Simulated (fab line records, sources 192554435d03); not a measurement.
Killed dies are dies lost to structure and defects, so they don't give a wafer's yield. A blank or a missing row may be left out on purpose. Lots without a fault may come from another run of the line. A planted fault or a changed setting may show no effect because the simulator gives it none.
fab line records | flow n5_finfet
record lots=10 wafers=28 last_day=17
route steps=1938 shown BEOL_M11@1556 PASSIVATION@1936
lots that met no fault: from a run of the same line without faults
start_h: hours from the record's first day to the start of the lot's first wafer shown | wait_h: hours since the lot's step before | " the same as in the row above | L1.1+2: a row that stands for several wafers | - no value, or no start given | * or withheld: withheld | < > ~ a bound
route shown NAME@n: a module of which the file shows steps, and the number in the route of the first | usual: mean/standard deviation of fault-free wafers | same: alike in all rows | chamber/n: place in a boat | sites: the reading at each site | _std_site: their standard deviation | _edge_site: outer sites' mean less inner sites' | radius_mm: how far each site lies from the wafer's centre | mask NAME#n: copy n | behind: the tool/chamber that last shaped the wafer | hold: why the lot was held/for how many hours/how that ended | device: the transistor (n, p or np) that didn't switch | end of line: the same wafers' tests at the end of the route | a step without rows: its recipe alone | killed: dies lost to structure and defects at the first sort, not the wafer's yield | map: a wafer's dies, x killed, . not, _ none there
set.NAME: the setting as run; set.NAME@STEP: as run at that earlier step | model.NAME: the simulator's own value behind a step, which no gauge read
steps of the route over a sample of lots; a table a step, a row a wafer
services: from which hour (start_h, from the record's first day; less than 0 if before it) a tool's chamber was out of use, for how many hours, and why
## steps
# step N5_BEOL_M11_STRIP_67
# recipe chemistry=CF4 resist=SiARC power_w=300 bias_power_w=75 pressure_mtorr=50 cf4_flow_sccm=150 rf_frequency_hz=6e+07
# usual drypump_motor_current_A=5.7/0.48 oes_product_au=0.81/0.072 rf_vpp_V=271.1/1.6 showerhead_plenum_p_Torr=1.79/0.067 throttle_valve_pct=13.48/0.2
# columns lot.wafer tool chamber start_h wait_h drypump_motor_current_A oes_product_au rf_hours_counter_h rf_vpp_V showerhead_plenum_p_Torr throttle_valve_pct
L720.1 rie_diel-04 1 267.68 0.0 5.4 0.74 163 272.2 1.79 13.54
L720.5 " 2 " " 5.9 0.67 - 271.1 1.83 13.64
L720.6 " 3 " " 6.4 0.76 - 269.9 1.66 13.49
L721.2 rie_diel-04 0 279.55 0.0 5.1 0.80 88 270.7 1.74 13.67
L721.3 " 1 " " 5.5 0.74 167 270.9 1.79 13.54
L721.5 " 1 " " 5.5 0.74 - 272.6 1.79 13.54
L723.1 rie_diel-01 3 303.31 0.0 5.4 0.70 224 270.8 1.84 13.91
L723.5 " 2 " " 6.0 0.89 - 273.8 1.90 13.13
L723.6 " 1 " " 5.8 0.85 - 274.9 1.89 13.61
L724.1 rie_diel-02 3 304.14 0.0 6.2 0.80 114 271.2 1.80 13.25
L724.4 " 1 " " 4.8 0.86 53 270.8 1.75 13.37
L724.5 " 3 " " 6.2 0.80 - 272.6 1.80 13.28
L728.4 rie_diel-04 1 316.14 0.0 5.5 0.73 178 271.3 1.78 13.57
L728.5 " 0 " " 5.1 0.79 - 271.1 1.74 13.70
L728.6 " 3 " " 6.4 0.75 - 268.1 1.65 13.54
L727.2 rie_diel-04 2 330.72 0.0 6.0 0.97 7 271.0 1.83 13.09
L727.4 " 0 " " 5.1 0.78 107 270.3 1.74 13.70
L727.5 " 2 " " 6.0 0.96 - 273.2 1.83 13.09
L729.1 rie_diel-04 3 336.75 0.0 6.4 0.74 172 268.8 1.65 13.55
L729.2 " 2 " " 6.0 0.96 9 272.6 1.83 13.08
L729.4 " 0 " " 5.1 0.78 110 271.3 1.74 13.71
L732.3 rie_diel-02 0 343.66 0.0 5.6 0.84 61 271.5 1.82 13.65
L732.4 " 1 " " 4.9 0.84 62 269.9 1.75 13.39
L732.6 " 3 " " 6.2 0.79 - 270.9 1.79 13.27
L736.4 rie_diel-02 2 357.40 0.0 5.3 0.86 55 271.0 1.82 13.39
L736.5 " 3 " " 6.1 0.80 - 270.8 1.79 13.29
L738.4 rie_diel-02 3 364.14 0.0 6.2 0.79 127 270.8 1.79 13.30
L738.5 " 3 " " 6.1 0.79 - 271.7 1.79 13.29
# step N5_BEOL_M11_STRIP_36
# recipe chemistry=N2/H2 power_w=450 temp_c=40 pressure_mtorr=20 rf_frequency_hz=6e+07 overash_fraction=0.3 bias_power_w=7 h2_frac=0.5 n2_flow_sccm=200 h2_flow_sccm=200
# usual drypump_motor_current_A=5.7/0.47 oes_product_au=0.81/0.078 rf_vpp_V=59.2/1.9 showerhead_plenum_p_Torr=2.54/0.11 temp_c=39.99/0.1 throttle_valve_pct=23.6/0.32
# columns lot.wafer tool chamber start_h wait_h drypump_motor_current_A oes_product_au rf_hours_counter_h rf_vpp_V showerhead_plenum_p_Torr temp_c throttle_valve_pct
L720.1 rie_diel-01 1 270.44 0.0 5.8 0.88 48 62.4 2.69 39.88 23.9
L720.5 " 2 " " 6.0 0.92 - 59.1 2.71 39.78 23.1
L720.6 " 1 " " 5.8 0.87 - 57.8 2.69 39.85 23.8
L721.2 rie_diel-01 2 280.61 0.0 6.1 0.90 21 61.1 2.71 40.02 23.2
L721.3 " 0 " " 6.1 0.70 209 58.9 2.62 40.06 23.8
L721.5 " 1 " " 5.8 0.86 - 58.1 2.69 39.93 23.9
L723.1 rie_diel-02 3 304.67 0.0 6.2 0.81 114 58.5 2.55 39.90 23.1
L723.5 " 2 " " 5.4 0.89 - 59.7 2.59 39.88 23.5
L723.6 " 3 " " 6.2 0.83 - 58.9 2.55 39.98 23.2
L724.1 rie_diel-02 0 306.81 0.0 5.6 0.86 53 62.4 2.58 40.26 23.7
L724.4 " 3 " " 6.2 0.81 115 57.3 2.55 39.98 23.2
L724.5 " 0 " " 5.6 0.86 - 56.8 2.58 40.08 23.7
L728.4 rie_diel-02 1 317.90 0.0 4.9 0.86 58 57.1 2.47 40.03 23.2
L728.5 " 2 " " 5.4 0.88 - 62.4 2.58 40.15 23.5
L728.6 " 3 " " 6.2 0.81 - 56.1 2.55 39.88 23.2
L727.2 rie_diel-04 1 332.40 0.0 5.5 0.73 184 59.8 2.54 39.95 24.0
L727.4 " 3 " " 6.4 0.76 170 56.7 2.32 39.98 23.4
L727.5 " 3 " " 6.4 0.77 - 56.3 2.32 39.95 23.4
L729.1 rie_diel-04 0 338.64 0.0 5.1 0.78 111 59.9 2.45 39.88 23.9
L729.2 " 1 " " 5.5 0.73 186 60.3 2.54 39.87 24.0
L729.4 " 3 " " 6.4 0.73 173 57.9 2.32 40.06 23.3
L732.3 rie_diel-01 0 344.81 0.0 6.1 0.69 235 60.1 2.61 40.13 23.9
L732.4 " 1 " " 5.8 0.86 68 62.3 2.68 40.04 23.9
L732.6 " 3 " " 5.4 0.68 - 56.9 2.61 39.87 24.1
L736.4 rie_diel-04 1 359.01 0.0 5.5 0.73 193 61.4 2.53 40.01 23.9
L736.5 " 3 " " 6.5 0.74 - 57.7 2.32 40.13 23.4
L738.4 rie_diel-01 1 366.16 0.0 5.8 0.83 76 57.4 2.67 40.09 23.9
L738.5 " 0 " " 6.1 0.69 - 63.1 2.60 39.87 23.9
# step N5_BEOL_M11_SURFACE_TREAT_76
# recipe gas=Ar time_s=* ion_energy_ev=* ion_current_ma_cm2=0.5 pressure_mtorr=* ar_flow_sccm=30
# usual throttle_valve_pct=*
# columns lot.wafer tool chamber start_h wait_h throttle_valve_pct
L720.1 pvd_sputter-01 - 271.88 0.3 *
L720.5 " - " " *
L720.6 " - " " *
L721.2 pvd_sputter-02 - 282.00 0.4 *
L721.3 " - " " *
L721.5 " - " " *
L723.1 pvd_sputter-01 - 307.72 0.4 *
L723.5 " - " " *
L723.6 " - " " *
L724.1 pvd_sputter-02 - 308.43 0.2 *
L724.4 " - " " *
L724.5 " - " " *
L728.4 pvd_sputter-03 - 319.17 0.2 *
L728.5 " - " " *
L728.6 " - " " *
L727.2 pvd_sputter-03 - 334.82 0.7 *
L727.4 " - " " *
L727.5 " - " " *
L729.1 pvd_sputter-01 - 339.88 0.2 *
L729.2 " - " " *
L729.4 " - " " *
L732.3 pvd_sputter-01 - 346.47 0.2 *
L732.4 " - " " *
L732.6 " - " " *
L736.4 pvd_sputter-01 - 360.76 0.2 *
L736.5 " - " " *
L738.4 pvd_sputter-02 - 367.59 0.3 *
L738.5 " - " " *
# step N5_BEOL_M11_ECD_50
# recipe material=Cu target_thk_a=3180
# columns lot.wafer tool chamber start_h wait_h
L720.1+5+6 ecd_cu-01 0,0,1 272.31 0.2
L721.2+3+5 ecd_cu-02 0,1,0 283.53 0.1
L723.1+5+6 ecd_cu-01 1,0,1 308.03 0.1
L724.1+4+5 ecd_cu-02 0,1,0 308.78 0.1
L728.4+5+6 ecd_cu-01 1,1,0 319.66 0.1
L727.2+4+5 ecd_cu-01 1,1,0 335.25 0.1
L729.1+2+4 ecd_cu-02 0,1,0 341.96 0.1
L732.3+4+6 ecd_cu-02 1,0,1 347.08 0.2
L736.4+5 ecd_cu-01 0,1 361.08 0.1
L738.4+5 ecd_cu-01 1,0 367.92 0.1
# step N5_BEOL_M11_CMP_52
# recipe stop_on=SiCOH_lowk t_overpolish_s=7 down_force_psi=1 platen_rpm=50 clearing_platen_down_force_psi=1.5 clearing_platen_rpm=50 post_cmp_clean=cu_alkaline target_thk_nm=140 clearing_platen_pad_velocity_m_s=0.99484 pad_velocity_m_s=0.99484
# usual head_pressure_psi=0.9997/0.0022 motor_current_A=6.2/0.51 platen_rpm=50.00/0.031 time_to_endpoint_s=67.2/2.4
# columns lot.wafer tool chamber start_h wait_h head_pressure_psi motor_current_A platen_rpm time_to_endpoint_s
L720.1 cmp-03 1 273.08 0.3 0.9987 5.6 49.93 61.1
L720.6 " 1 " " 0.9998 5.4 49.97 63.8
L720.5 " 2 " " 0.9992 7.3 50.01 66.5
L721.2 cmp-03 2 284.01 0.3 0.9963 7.1 50.02 68.3
L721.3 " 3 " " 1.0012 7.0 50.00 68.5
L721.5 " 0 " " 0.9973 6.1 50.06 70.3
L723.1 cmp-03 1 309.38 0.4 1.0004 5.6 49.95 63.4
L723.5 " 2 " " 0.9998 6.8 50.02 66.4
L723.6 " 3 " " 1.0023 6.6 50.04 62.2
L724.4 cmp-01 1 310.51 0.1 0.9995 6.3 50.02 67.1
L724.1 " 2 " " 0.9955 6.5 50.05 67.1
L724.5 " 2 " " 0.9958 6.4 50.01 67.5
L728.4 cmp-04 1 320.26 0.2 1.0022 6.5 50.03 70.8
L728.6 " 2 " " 0.9973 5.9 50.01 71.4
L728.5 " 3 " " 1.0001 6.3 50.02 70.4
L727.2 cmp-04 1 335.67 0.2 0.9985 6.6 49.97 71.6
L727.4 " 0 " " 0.9999 5.4 50.04 72.5
L727.5 " 2 " " 0.9978 6.0 50.06 75.4
L729.1 cmp-04 0 342.37 0.3 0.9996 5.4 49.99 67.9
L729.4 " 1 " " 0.9989 6.6 49.98 69.8
L729.2 " 3 " " 0.9984 6.2 50.03 67.9
L732.4 cmp-04 3 347.81 0.1 0.9998 6.4 50.00 66.4
L732.3 " 1 " " 0.9997 6.8 50.03 68.9
L732.6 " 3 " " 0.9984 6.1 50.04 67.1
L736.4 cmp-04 1 361.81 0.3 0.9974 6.6 49.98 65.4
L736.5 " 0 " " 0.9967 5.5 50.02 43.6
L738.4 cmp-04 3 368.43 0.2 0.9989 6.1 50.03 68.2
L738.5 " 0 " " 1.0033 5.6 50.04 45.3
# step N5_PASSIVATION_PROBE_49
# usual defect_limited_yield=91.1/1.4 killed_at_M0_to_M3=34/10 killed_at_M4_up=14/5.5 killed_at_contacts=12/5.1 killed_at_front_end=41/12 killed_at_other=4/3.1 killed_dies=105/17 killed_open=70/13 killed_short=33/7.6 sort_bin_5_function=5.3/0.98 sort_bin_6_memory=3.3/0.67 sort_n_pass=1075/17 sort_yield_pct=91.1/1.4
# same gross_dies=1180 killed_at_back_side=0 sort_bin_4_leakage[%]=0 sort_bin_8_speed[%]=0
# columns lot.wafer tool chamber start_h wait_h defect_limited_yield[%] killed_at_M0_to_M3 killed_at_M4_up killed_at_contacts killed_at_front_end killed_at_other killed_dies killed_open killed_short sort_bin_5_function[%] sort_bin_6_memory[%] sort_n_pass sort_yield_pct[%]
L729.1 prober-02 - 383.20 0.0 87.4 42 24 14 62 7 149 92 56 8.4 3.8 1031 87.4
L732.3 prober-01 - 394.23 0.1 92.5 14 10 24 39 1 88 48 40 4.1 3.1 1092 92.5
# killed by level:class
L729.1 BEOL_M0_SAQP:geometric_particle:open=16 STI_FIN_REVEAL:geometric_particle:open=14 BEOL_M0_SAQP:geometric_particle:short=12 FIN_SAQP:geometric_particle:open=11 FIN_SAQP:geometric_particle:short=10 BEOL_M4:geometric_particle:open=10 MOL_CONTACT_COAG:geometric_particle:open=10 GATE_CUT:geometric_particle:short=6
L732.3 MOL_CONTACT_COAG:geometric_particle:open=18 FIN_SAQP:geometric_particle:short=8 GATE_CUT:geometric_particle:short=7 FIN_SAQP:geometric_particle:open=6 MOL_CONTACT_COAG:geometric_particle:short=6 STI_FIN_REVEAL:geometric_particle:short=4 STI_FIN_REVEAL:geometric_particle:open=4 STARTING-WAFER:geometric_particle:short=4
## services
# columns tool chamber start_h hours kind
cmp-01 - 247.27 5.1 repair
cmp-04 - 271.62 3.2 repair
ecd_cu-02 - 271.92 3.6 repair
rie_diel-04 2 277.44 9.6 repair
cmp-03 - 279.02 0.5 repair
rie_diel-04 1 286.58 5.8 repair
rie_diel-04 2 292.62 - clean
rie_diel-01 - 296.25 0.3 repair
cmp-03 - 306.25 2.1 repair
cmp-04 - 312.23 2.6 repair
cmp-01 - 313.34 12.6 repair
cmp-04 - 325.66 4.0 pm
rie_diel-01 1 325.84 14.7 repair
rie_diel-02 - 327.81 14.6 pm
cmp-01 - 330.49 0.3 repair
cmp-01 - 339.13 1.6 repair
cmp-03 - 342.02 4.0 pm
rie_diel-02 1 346.98 4.0 repair
rie_diel-01 3 351.08 6.8 repair
rie_diel-01 2 353.35 6.6 repair
cmp-04 - 356.73 0.9 repair
pvd_sputter-03 - 358.43 1.8 repair
ecd_cu-02 - 358.54 1.9 repair
rie_diel-02 - 362.43 1.3 repair
## key
first_sign step=N5_BEOL_M11_CMP_52 reading=time_to_endpoint_s direction=down sigmas=9.3 usual=* struck=*
effect none on later readings
met_at N5_BEOL_M11_ECD_50
struck_lots L736,L738
struck_wafers L736.5,L738.5
not_acting_at N5_BEOL_M11_STRIP_67,N5_BEOL_M11_STRIP_36,N5_BEOL_M11_SURFACE_TREAT_76
onset_between 335.25 361.08
fault kind=process_parameter_drift tool=ecd_cu-01 chamber=- onset_h=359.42 steps=N5_BEOL_M11_ECD_50 channel=target_thk_a offset=* shape=step end_h=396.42 scope=struck_wafers_only acts_in=* stated=*
